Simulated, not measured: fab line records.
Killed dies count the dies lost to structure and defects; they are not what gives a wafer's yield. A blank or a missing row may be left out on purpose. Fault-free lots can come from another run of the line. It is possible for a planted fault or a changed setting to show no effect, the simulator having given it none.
fab line records ; flow n5-finfet
record: lots: 4; wafers: 12; last-day: 17
route steps=1938 shown HKMG_FIN@436 GATE_CUT@465 BEOL_M4@1111 PASSIVATION@1936
lots that met no fault: taken from a fault-free run of the same line
start-h: the number of hours between the record's first day and the start of the first shown wafer of the lot ; wait-h: hours from the lot's prior step to this one ; " as in the row above ; L1.1+2: a single row standing in for several wafers ; - no value, or no start was given ; * or withheld: withheld ; < > ~ a bound
route shown NAME@n: a module of which the file shows steps, and the number in the route of the first ; usual: mean/standard deviation taken from wafers without a fault ; same: alike in all rows ; chamber/n: place in a boat ; sites: each site's reading ; _std_site: how widely they spread, as a standard deviation ; _edge_site: mean of outer sites minus mean of inner sites ; radius-mm: for every site, how far away it sits from the centre of the wafer ; mask NAME#n: copy n ; behind: tool/chamber where the wafer was last shaped ; hold: reason for holding the lot/hours on hold/outcome of the hold ; device: which transistor (n, p or np) failed to switch ; end of line: the route-end tests of the same wafers ; step lacking rows: just its recipe ; killed: dies lost to structure and defects at the first sort, not the wafer's yield ; map: shows each die of a wafer: x if killed, . if not, _ if none is there
set.NAME: the setting as run; set.NAME@STEP: as run at that earlier step ; model.NAME: the simulator's own value behind a step, which no gauge read
lots at selected steps of the route; one table per step, one row per wafer
services: the hour from which a tool's chamber was out of use, counted from the record's first day as start-h (under 0 if before that day), plus the number of hours and why
== steps ==
step: N5_HKMG_FIN_STRIP_33
recipe: chemistry: N2/H2; temp-c: 40; n2-flow-sccm: 200; h2-flow-sccm: 200; rf-frequency-hz: 6e+07
step: N5_HKMG_FIN_STRIP_34
recipe: chemistry: CF4; resist: SiARC; power-w: 300; bias-power-w: 75; pressure-mtorr: 50; cf4-flow-sccm: 150; rf-frequency-hz: 6e+07
step: N5_HKMG_FIN_ETCH_35
recipe: chemistry: N2/H2; target: SOC; target-depth-a: 2158; ion-energy-ev: 65; bias-w: 5; source-w: 3000; time-s: 243.4; pressure-mtorr: 30; n2-flow-sccm: 200; h2-flow-sccm: 200
step: N5_HKMG_FIN_STRIP_92
recipe: chemistry: N2/H2; material: SOC; time-s: 20; power-w: 500; temp-c: 40; pressure-mtorr: 50; rf-frequency-hz: 6e+07; bias-power-w: 8; h2-frac: 0.5; n2-flow-sccm: 300; h2-flow-sccm: 300
step: N5_HKMG_FIN_WET_ETCH_18
recipe: chemistry: SC1; target: TiN; mix: 1:1:5; temp-c: *; time-s: 55; target-depth-nm: 5.2; dry: ipa-marangoni; rinse-time-s: 30; rinse-temp-c: 23
step: N5_HKMG_FIN_STRIP_19
recipe: chemistry: N2/H2; power-w: 2500; temp-c: 300; h2-frac: 0.65; time-s: 360; pressure-mtorr: withheld; n2-flow-sccm: 1750; h2-flow-sccm: 3250
step: N5_HKMG_FIN_ALD_91
recipe: material: TiN; target-thk-a: 10; temp-c: 400; ald-precursor-family: TiCl4; ald-co-reactant: NH3; pulse-time-s: 1; purge-time-s: 3; co-reactant-purge-time-s: 2; co-reactant-pulse-time-s: 2; ald-cycles: 47; pressure-torr: 3
step: N5_HKMG_FIN_COAT_85
recipe: resist: SOC; temp-c: 250; time-s: 60; spin-rpm: 1500; resist-thk-nm: 300
step: N5_HKMG_FIN_ETCH_86
recipe: chemistry: N2/H2; target: SOC; target-depth-a: 3932; stop-on: TiN; ion-energy-ev: 100; bias-w: 61; pressure-mtorr: 30; source-w: 850; n2-flow-sccm: 200; h2-flow-sccm: 200
step: N5_HKMG_FIN_STRIP_89
recipe: chemistry: N2/H2; material: SOC; time-s: 20; power-w: 500; temp-c: 40; pressure-mtorr: 50; rf-frequency-hz: 6e+07; bias-power-w: 8; h2-frac: 0.5; n2-flow-sccm: 300; h2-flow-sccm: 300
step: N5_HKMG_FIN_WET_ETCH_87
recipe: chemistry: SC1; target: TiN; mix: 1:2:40; temp-c: 50; time-s: 154.2; target-depth-nm: 4.7; dry: ipa-marangoni; rinse-time-s: 30; rinse-temp-c: 23
step: N5_HKMG_FIN_STRIP_88
recipe: chemistry: N2/H2; power-w: 2500; temp-c: 300; h2-frac: 0.65; time-s: 360; pressure-mtorr: withheld; n2-flow-sccm: 1750; h2-flow-sccm: 3250
step: N5_HKMG_FIN_NWFM_ALD_20
recipe: material: TiAlC; target-thk-a: 20; temp-c: 300; ald-precursor-family: TiCl4; ald-co-reactant: TEA; pulse-time-s: 3; purge-time-s: 2; co-reactant-purge-time-s: 2; co-reactant-pulse-time-s: 10; ald-cycles: 7; pressure-torr: 3
usual: ald-cycles: 7/0; chamber-pressure-Torr: 3.000/0.0067; heater-power-w: 509/58; precursor-pulse-height-rel: 1.001/0.019
lot.wafer;tool;chamber;start-h;wait-h;ald-cycles;chamber-pressure-Torr;heater-power-w;precursor-pulse-height-rel;model.TiAlC_of_HKMG_FIN_NWFM_ALD_20.thk-nm
L343.2;ald-metal-03;0;96.46;0.3;7;2.996;450;0.976;2
L343.4;ald-metal-03;3;96.46;0.3;7;3.000;377;0.991;2
L343.6;ald-metal-03;2;96.46;0.3;7;3.014;487;1.011;2
L360.1;ald-metal-03;0;203.08;0.3;7;3.008;436;1.019;2
L360.5;ald-metal-03;3;203.08;0.3;9;3.001;376;0.974;2.6
L360.6;ald-metal-03;2;203.08;0.3;9;3.002;501;1.010;2.6
L362.1;ald-metal-02;2;213.99;0.3;7;3.001;495;0.994;2
L362.4;ald-metal-02;3;213.99;0.3;7;3.015;469;1.002;2
L362.5;ald-metal-02;0;213.99;0.3;7;3.000;510;0.989;2
L363.2;ald-metal-03;1;215.14;0.3;7;2.995;522;1.011;2
L363.3;ald-metal-03;3;215.14;0.3;7;3.009;377;0.985;2
L363.6;ald-metal-03;2;215.14;0.3;9;2.997;517;1.034;2.6
step: N5_HKMG_FIN_ALD_71
recipe: material: TiN; target-thk-a: 10; temp-c: 400; ald-precursor-family: TiCl4; ald-co-reactant: NH3; pulse-time-s: 1; purge-time-s: 3; co-reactant-purge-time-s: 2; co-reactant-pulse-time-s: 2; ald-cycles: 47; pressure-torr: 3
step: N5_HKMG_FIN_COAT_66
recipe: resist: SOC; temp-c: 250; time-s: 60; spin-rpm: 1500; resist-thk-nm: 300
step: N5_HKMG_FIN_ETCH_67
recipe: chemistry: N2/H2; target: SOC; target-depth-a: 3889; stop-on: TiN; ion-energy-ev: 100; bias-w: 61; pressure-mtorr: 30; source-w: 850; n2-flow-sccm: 200; h2-flow-sccm: 200
step: N5_HKMG_FIN_STRIP_90
recipe: chemistry: N2/H2; material: SOC; time-s: 20; power-w: 500; temp-c: 40; pressure-mtorr: 50; rf-frequency-hz: 6e+07; bias-power-w: 8; h2-frac: 0.5; n2-flow-sccm: 300; h2-flow-sccm: 300
step: N5_HKMG_FIN_WET_ETCH_73
recipe: chemistry: SC1; mix: 1:2:40; temp-c: 50; time-s: 42.3; target-depth-nm: 1.3; dry: ipa-marangoni; rinse-time-s: 30; rinse-temp-c: 23
step: N5_HKMG_FIN_ETCHBACK_68
recipe: chemistry: Cl2/Ar; stop-on: HfO2; target-depth-a: 5; pressure-mtorr: 10; icp-w: 600; bias-w: 60; Cl2_flow_sccm: 40; Ar_flow_sccm: 60
step: N5_HKMG_FIN_STRIP_69
recipe: chemistry: N2/H2; power-w: 2500; temp-c: 300; h2-frac: 0.65; time-s: 360; pressure-mtorr: withheld; n2-flow-sccm: 1750; h2-flow-sccm: 3250
step: N5_HKMG_FIN_ALD_21
recipe: material: TiN; target-thk-a: 15; temp-c: 400; ald-precursor-family: TiCl4; ald-co-reactant: NH3; pulse-time-s: 1; purge-time-s: 3; co-reactant-purge-time-s: 2; co-reactant-pulse-time-s: 2; ald-cycles: 68; pressure-torr: 3
step: N5_HKMG_FIN_ALD_72
recipe: material: W; target-thk-a: 20; temp-c: 300; pressure-torr: 7.5; ald-precursor-family: WF6; ald-co-reactant: B2H6; pulse-time-s: 1; purge-time-s: 2; co-reactant-purge-time-s: 2; co-reactant-pulse-time-s: 3; ald-cycles: 7
step: N5_HKMG_FIN_W_FILL_22
recipe: material: W; target-thk-a: 600; temp-c: 400; pressure-torr: 39.4; time-s: 18.2
step: N5_HKMG_FIN_PRECLEAN_83
recipe: chemistry: DIW; time-s: 57.5; temp-c: 23
step: N5_HKMG_FIN_SRD_84
recipe: dry-time-s: 32; dry: n2-spin; spin-rpm: 1500
step: N5_HKMG_FIN_CMP_23
recipe: stop-on: SiNx; t-overpolish-s: 10; post-cmp-clean: rinse-only; down-force-psi: 4; platen-rpm: 50.289; pad-velocity-m-s: 1.0006; target-thk-nm: 46.326
step: N5_HKMG_FIN_CMP_94
recipe: stop-on: SiNx; post-cmp-clean: w-dilute-nh4oh; t-overpolish-s: 4.7; down-force-psi: 4; platen-rpm: 50.289; pad-velocity-m-s: 1.0006; target-thk-nm: 43.299
step: N5_GATE_CUT_ETCHBACK_00
recipe: chemistry: SF6/Cl2; target: W; pressure-mtorr: 8; icp-w: 900; bias-w: 80; SF6_flow_sccm: 40; Cl2_flow_sccm: 60
step: N5_GATE_CUT_ETCH_56
recipe: chemistry: Cl2/Ar; target: TiN; target-depth-a: 216; pressure-mtorr: 10; icp-w: 600; bias-w: 60; Cl2_flow_sccm: 40; Ar_flow_sccm: 60
step: N5_GATE_CUT_ETCHBACK_30
recipe: chemistry: Cl2/Ar; target: TiN; target-depth-a: 30; mode: isotropic; pressure-mtorr: 10; icp-w: 600; bias-w: 60; Cl2_flow_sccm: 40; Ar_flow_sccm: 60
step: N5_GATE_CUT_VAPOR_ETCH_60
recipe: chemistry: BCl3/Cl2; target: HfO2; mode: isotropic
step: N5_GATE_CUT_ETCH_58
recipe: chemistry: CH3F/O2; target: SiNx; target-depth-a: 170; time-s: 128.6; ion-energy-ev: 50; pressure-mtorr: 30; source-w: 415; bias-w: 21; Ar_flow_sccm: 150; CH3F_flow_sccm: 30; O2_flow_sccm: 20
step: N5_GATE_CUT_STRIP_59
recipe: chemistry: N2/H2; time-s: 20; power-w: 100; temp-c: 40; pressure-mtorr: 100; rf-frequency-hz: 6e+07; bias-power-w: 3; n2-flow-sccm: 300; h2-flow-sccm: 300
step: N5_GATE_CUT_PRECLEAN_31
recipe: temp-c: 23; chemistry: DIW; time-s: 300
step: N5_GATE_CUT_SRD_32
recipe: time-s: 30; temp-c: 23; rinse-liquid: diw; dry: ipa-marangoni
step: N5_GATE_CUT_SAC_CAP_01
recipe: material: SiNx; target-thk-a: 240; temp-c: 400; ald-precursor-family: SiH2I2; ald-co-reactant: N2/H2-plasma; pulse-time-s: 1; ald-cycles: 480; purge-time-s: 2; co-reactant-purge-time-s: 2; pressure-torr: 2
step: N5_GATE_CUT_PECVD_57
recipe: material: SiNx; target-thk-a: 210; temp-c: 400; precursor: SiH4/NH3/N2; pressure-torr: 1.5; rf-w: 300
step: N5_GATE_CUT_CMP_02
recipe: stop-on: SiO2; t-overpolish-s: 12.7; post-cmp-clean: alkaline-brush; down-force-psi: 2.5; platen-rpm: 51.8; pad-velocity-m-s: 1.0307; target-thk-nm: 0
step: N5_GATE_CUT_HM_DEP_46
recipe: material: SiO2; target-thk-a: 1300; temp-c: 400; precursor: TEOS/O2; pressure-torr: 6.5; rf-w: 900; teos-flow-sccm: 161.4; gas: O2; flow-sccm: 2650; time-s: 26.6
step: N5_BEOL_M4_RC_MEAS_101
usual: DIBL_N: 36.3/1; DIBL_P: 36.2/1.4; IOFF_N: 0.157/0.021; IOFF_N_85C: 3.1/0.35; IOFF_N_LIN: 0.073/0.0083; IOFF_N_LONG: 5.6e-05/3e-06; IOFF_P: 0.206/0.025; ION_N: 673/9; ION_P: 461/6.4; SS_N: 71.5/0.5; SS_P: 73.2/0.47; VT_N: 249.9/2.4; VT_N_LONG: 274.3/2.1; VT_N_LVT: 98.2/2.7; VT_P: -250.6/2.9; VT_P_LONG: -275.5/2.9
lot.wafer;tool;chamber;start-h;wait-h;DIBL_N[mV/V];DIBL_P[mV/V];IOFF_N[nA/um];IOFF_N_85C[nA/um];IOFF_N_LIN[nA/um];IOFF_N_LONG[nA/um];IOFF_P[nA/um];ION_N[uA/um];ION_P[uA/um];SS_N[mV/dec];SS_P[mV/dec];VT_N[mV];VT_N_LONG[mV];VT_N_LVT[mV];VT_P[mV];VT_P_LONG[mV]
L343.2;prober-02;0;173.24;0.2;35.0;34.9;0.150;3.0;0.070;5.6e-05;0.184;671;456;72.2;73.3;251.1;272.5;96.8;-254.3;-277.5
L343.4;prober-02;0;173.24;0.2;36.1;35.6;0.175;3.4;0.080;5.7e-05;0.207;675;459;71.6;73.8;248.2;273.5;93.3;-252.8;-279.8
L343.6;prober-02;0;173.24;0.2;33.2;32.3;0.134;2.7;0.066;5.7e-05;0.165;669;459;70.9;72.6;252.3;273.9;96.8;-256.9;-278.7
L360.1;prober-01;0;287.14;0.7;35.0;35.7;0.142;2.9;0.067;5.5e-05;0.211;672;465;71.1;73.6;251.9;272.6;100.1;-249.7;-271.3
L360.5;prober-01;0;287.14;0.7;34.8;34.8;0.442;7.5;0.203;0.000145;0.152;734;448;71.2;72.9;219.6;239.8;67.9;-257.6;-282.6
L360.6;prober-01;0;287.14;0.7;34.8;35.1;0.433;7.4;0.205;0.000142;0.155;738;451;71.5;73.0;218.0;239.9;67.8;-258.5;-281.8
L362.1;prober-02;0;301.67;0.0;37.1;37.4;0.172;3.3;0.078;5.3e-05;0.208;676;463;71.5;73.3;251.2;275.5;100.7;-251.8;-274.3
L362.4;prober-02;0;301.67;0.0;36.7;36.5;0.165;3.1;0.075;5.3e-05;0.203;674;458;71.5;73.2;250.1;273.9;100.7;-251.7;-274.6
L362.5;prober-02;0;301.67;0.0;35.8;36.0;0.148;2.9;0.069;5.3e-05;0.184;675;456;71.2;74.2;251.8;275.1;102.2;-252.5;-274.7
L363.2;prober-02;0;306.72;0.2;35.5;37.7;0.165;3.1;0.075;5.8e-05;0.194;679;464;71.2;73.0;245.6;273.5;96.2;-249.8;-278.1
L363.3;prober-02;0;306.72;0.2;37.6;40.5;0.204;3.8;0.089;5.8e-05;0.238;683;466;72.0;74.0;246.8;272.0;93.5;-250.4;-276.3
L363.6;prober-02;0;306.72;0.2;36.9;40.0;0.662;10.0;0.287;0.000152;0.177;758;451;71.8;74.2;212.3;239.2;59.9;-258.2;-286.9
step: N5_PASSIVATION_PROBE_49
usual: defect-limited-yield: 91.1/1.3; killed_at_M0_to_M3: 36/10; killed_at_M4_up: 14/4.4; killed-at-contacts: 14/5.7; killed-at-front-end: 39/9.4; killed-at-other: 2.9/2.6; killed-dies: 105/15; killed-open: 70/12; killed-short: 34/7.1; sort_bin_4_leakage: 0/0; sort_bin_5_function: 5.3/0.77; sort_bin_6_memory: 3.3/0.66; sort-n-pass: 1075/15; sort-yield-pct: 91.1/1.3
same: gross-dies: 1180; killed-at-back-side: 0; sort_bin_8_speed[%]: 0
lot.wafer;tool;chamber;start-h;wait-h;defect-limited-yield[%];killed_at_M0_to_M3;killed_at_M4_up;killed-at-contacts;killed-at-front-end;killed-at-other;killed-dies;killed-open;killed-short;sort_bin_4_leakage[%];sort_bin_5_function[%];sort_bin_6_memory[%];sort-n-pass;sort-yield-pct[%]
L343.2;prober-02;-;278.78;0.1;90.7;39;11;11;47;2;110;77;33;0;5.5;3.6;1070;90.7
L343.4;prober-02;-;278.88;0.2;90.6;45;12;6;41;7;111;75;35;0;5.8;3.4;1069;90.6
L343.6;prober-02;-;278.98;0.3;92.0;31;7;12;42;2;94;60;34;0;4.7;3.1;1086;92.0
L360.1;prober-02;-;390.17;0.0;90.5;36;17;18;41;0;112;71;38;0;5.8;3.4;1068;90.5
L360.5;prober-02;-;390.37;0.2;89.8;38;10;33;39;0;120;87;33;23.47;5.5;4.4;783;66.4
L360.6;prober-02;-;390.42;0.3;90.5;55;11;15;31;0;112;75;36;19.41;5.4;3.6;839;71.1
L362.1;prober-02;-;403.41;0.0;91.5;20;11;18;51;0;100;66;32;0;5.1;3.1;1080;91.5
L362.4;prober-02;-;403.56;0.2;90.0;42;23;12;41;0;118;89;27;0;5.9;4.1;1062;90.0
L362.5;prober-02;-;403.61;0.2;91.5;27;17;22;32;2;100;63;35;0;4.7;3.6;1080;91.5
L363.2;prober-01;-;403.79;0.1;90.0;32;14;18;47;7;118;85;33;0;6.0;3.4;1062;90.0
L363.3;prober-01;-;403.84;0.1;91.3;16;9;20;52;6;103;65;38;0;5.4;2.9;1077;91.3
L363.6;prober-01;-;403.99;0.3;93.2;27;8;14;30;1;80;54;26;86.61;3.9;2.5;78;6.6
killed by level:class
L343.2 FIN_SAQP:geometric-particle:open=13 FIN_SAQP:geometric-particle:short=9 MOL_CONTACT_COAG:geometric-particle:open=9 BEOL_M0_SAQP:geometric-particle:open=9 BEOL_M2:geometric-particle:open=8 DUMMY_GATE:geometric-particle:open=7 BEOL_M3:geometric-particle:open=6 BEOL_M4:geometric-particle:open=6
L343.4 BEOL_M2:geometric-particle:open=12 BEOL_M0_SAQP:geometric-particle:open=9 FIN_SAQP:geometric-particle:open=6 DUMMY_GATE:geometric-particle:open=6 ILD0:geometric-particle:open=6 BEOL_M0_SAQP:geometric-particle:short=6 BEOL_M3:geometric-particle:open=6 MOL_CONTACT_COAG:geometric-particle:open=5
L343.6 MOL_CONTACT_COAG:geometric-particle:open=12 FIN_SAQP:geometric-particle:open=8 BEOL_M0_SAQP:geometric-particle:open=7 DUMMY_GATE:geometric-particle:open=5 BEOL_M3:geometric-particle:short=5 BEOL_M3:geometric-particle:open=5 FIN_SAQP:geometric-particle:short=4 DUMMY_GATE:geometric-particle:short=4
L360.1 MOL_CONTACT_COAG:geometric-particle:open=15 BEOL_M0_SAQP:geometric-particle:short=11 BEOL_M0_SAQP:geometric-particle:open=11 FIN_SAQP:geometric-particle:open=9 BEOL_M4:geometric-particle:open=9 FIN_SAQP:geometric-particle:short=7 BEOL_M2:geometric-particle:open=5 ILD0:geometric-particle:open=4
L360.5 MOL_CONTACT_COAG:geometric-particle:open=26 STI_FIN_REVEAL:geometric-particle:open=15 BEOL_M1:geometric-particle:open=13 BEOL_M0_SAQP:geometric-particle:open=9 MOL_CONTACT_COAG:geometric-particle:short=7 BEOL_M2:geometric-particle:open=6 BEOL_M0_SAQP:geometric-particle:short=5 FIN_SAQP:geometric-particle:open=4
L360.6 BEOL_M0_SAQP:geometric-particle:open=16 MOL_CONTACT_COAG:geometric-particle:open=12 BEOL_M0:geometric-particle:open=10 BEOL_M0_SAQP:geometric-particle:short=9 FIN_SAQP:geometric-particle:open=7 BEOL_M2:geometric-particle:open=7 GATE_CUT:geometric-particle:short=6 FIN_SAQP:geometric-particle:short=5
L362.1 MOL_CONTACT_COAG:geometric-particle:open=14 STI_FIN_REVEAL:geometric-particle:open=13 FIN_SAQP:geometric-particle:open=11 FIN_SAQP:geometric-particle:short=11 BEOL_M4:geometric-particle:open=6 BEOL_M3:geometric-particle:open=6 BEOL_M1:geometric-particle:open=5 GATE_CUT:geometric-particle:short=4
L362.4 BEOL_M0_SAQP:geometric-particle:open=15 BEOL_M4:geometric-particle:open=14 FIN_SAQP:geometric-particle:open=12 MOL_CONTACT_COAG:geometric-particle:open=10 FIN_SAQP:geometric-particle:short=8 BEOL_M3:geometric-particle:open=8 STI_FIN_REVEAL:geometric-particle:open=7 DUMMY_GATE:geometric-particle:open=7
L362.5 MOL_CONTACT_COAG:geometric-particle:open=18 BEOL_M0_SAQP:geometric-particle:short=7 BEOL_M0_SAQP:geometric-particle:open=7 STI_FIN_REVEAL:geometric-particle:open=6 BEOL_M3:geometric-particle:open=5 BEOL_M4:geometric-particle:open=5 ILD0:geometric-particle:short=4 GATE_CUT:geometric-particle:short=4
L363.2 MOL_CONTACT_COAG:geometric-particle:open=14 FIN_SAQP:geometric-particle:open=13 STI_FIN_REVEAL:geometric-particle:open=12 BEOL_M0_SAQP:geometric-particle:open=8 BEOL_M0_SAQP:geometric-particle:short=8 ILD0:geometric-particle:open=6 BEOL_M3:geometric-particle:open=5 BEOL_M4:geometric-particle:open=5
L363.3 FIN_SAQP:geometric-particle:short=15 MOL_CONTACT_COAG:geometric-particle:open=14 STI_FIN_REVEAL:geometric-particle:open=10 FIN_SAQP:geometric-particle:open=8 MOL_CONTACT_COAG:geometric-particle:short=6 DUMMY_GATE:geometric-particle:open=5 BEOL_M0_SAQP:geometric-particle:open=5 BEOL_M4:geometric-particle:open=4
L363.6 MOL_CONTACT_COAG:geometric-particle:open=12 FIN_SAQP:geometric-particle:open=7 BEOL_M2:geometric-particle:open=7 BEOL_M0_SAQP:geometric-particle:short=5 BEOL_M1:geometric-particle:short=5 BEOL_M1:geometric-particle:open=5 STI_FIN_REVEAL:geometric-particle:open=4 FIN_SAQP:geometric-particle:short=3
map L360.5 (x killed, . not)
_________________x...........________________
______________.....x......x....._____________
___________.......x.....x.........x__________
__________...x..x...........x..x...._________
________xx..x....x.............x..x..._______
_______............x...................______
______.....................x.......x...x_____
_____...x...........x..........xxx.....x.____
____.x............x.....x.......xx........___
___x....x...............x....x........x....__
___...x...................x....x..........x__
__......x.....xx......................x....._
__...x.x...............xx.........x......xx._
_..x..x................x...x.....x...........
_................x....x......................
_...x..............................x....x....
_.....x.......x....x.....x.................x.
_x.....x..x.x...........x....x...........x...
_...........x................................
_..........................................x.
_.........x...x..x.............x.....x.......
__....................x......x..x..x........_
__...............x..xx..x.x.............x..._
___.....x................................x.__
___...x.......x.....x...x..................__
____............x..................x......___
_____......x..............x....x.........____
______.x.........x...........x......xx.._____
_______........x.....................xx______
________......x......x.............x.._______
__________...............x.x.x......_________
___________.x.xx.............x.....__________
______________.................._____________
_________________........x...________________
map L363.2 (x killed, . not)
_________________.......x....________________
______________.................._____________
___________................x..xx...__________
__________................x........x_________
________...x..x...x..x..x............._______
_______....x.......x..x..x......x...xx.______
______x.x...x........x......xx..x......._____
_____.....................x...x.x........____
____......x.x...x.........................___
___...xx.....x......x......................__
___.....x...x...x..........x....x..........__
__..x..x......x............x..x...........x._
__.....x......x.x...x.xxx.x........x......x._
_..x...x..x.x.......x.x......................
_....................xx......................
_........x......xx...........................
_.x............x........x.........x.........x
_....x.....................xx................
_.x................x....xx...................
_.......x.......................x..x..x......
_..................................x.........
__.x.x.......x.x...x............x..........._
__........x..........x.............x....x..._
___.................x......................__
___..x...............................x...x.__
____....x....................xx....x......___
_____.............x.x........x......x....____
______........x............x............_____
_______x.......x.......................______
________...............x.........x.x.._______
__________...................x...x.._________
___________.....................x..__________
______________x................._____________
_________________...x........________________
== services ==
tool;chamber;start-h;hours;kind
ald-metal-03;1;197.08;2.4;repair
ald-metal-02;-;201.78;6.0;pm
== key ==
first-sign: step: N5_HKMG_FIN_NWFM_ALD_20; reading: ald-cycles; direction: up; sigmas: 99+; usual: *; struck: *
effect: step: N5_BEOL_M4_RC_MEAS_101; reading: IOFF_N_LONG; direction: up; sigmas: 30; usual: 5.6e-05; struck: 0.000147
effect: step: N5_BEOL_M4_RC_MEAS_101; reading: IOFF_N_LIN; direction: up; sigmas: 19; usual: 0.073; struck: 0.232
effect: step: N5_BEOL_M4_RC_MEAS_101; reading: VT_N_LONG; direction: down; sigmas: 17; usual: 274.3; struck: 239.6
effect: step: N5_BEOL_M4_RC_MEAS_101; reading: IOFF_N; direction: up; sigmas: 17; usual: 0.157; struck: 0.512
effect: step: N5_BEOL_M4_RC_MEAS_101; reading: IOFF_N_85C; direction: up; sigmas: 15; usual: 3.1; struck: 8.3
effect: step: N5_BEOL_M4_RC_MEAS_101; reading: VT_N; direction: down; sigmas: 14; usual: 249.9; struck: 216.7
effect: step: N5_BEOL_M4_RC_MEAS_101; reading: VT_N_LVT; direction: down; sigmas: 12; usual: 98.2; struck: 65.2
effect: step: N5_BEOL_M4_RC_MEAS_101; reading: ION_N; direction: up; sigmas: 7.8; usual: 673; struck: 743
effect: step: N5_BEOL_M4_RC_MEAS_101; reading: VT_P_LONG; direction: down; sigmas: 2.9; usual: -275.5; struck: -283.7
effect: step: N5_BEOL_M4_RC_MEAS_101; reading: VT_P; direction: down; sigmas: 2.6; usual: -250.6; struck: -258.1
effect: step: N5_PASSIVATION_PROBE_49; reading: sort_bin_4_leakage; direction: up; sigmas: 99+; usual: 0; struck: 43.16
model-effect: step: N5_HKMG_FIN_NWFM_ALD_20; value: TiAlC_of_HKMG_FIN_NWFM_ALD_20.thk-nm; without: 2; struck: 2.6
met-at N5_HKMG_FIN_NWFM_ALD_20
struck-wafers L360.5,L360.6,L363.6
onset-between 96.46 203.08
fault: kind: process-parameter-drift; tool: ald-metal-03; chamber: -; onset-h: 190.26; steps: N5_HKMG_FIN_NWFM_ALD_20; channel: ald-cycles; offset: *; shape: step; end-h: 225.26; scope: struck-wafers-only; acts-in: *; stated: *
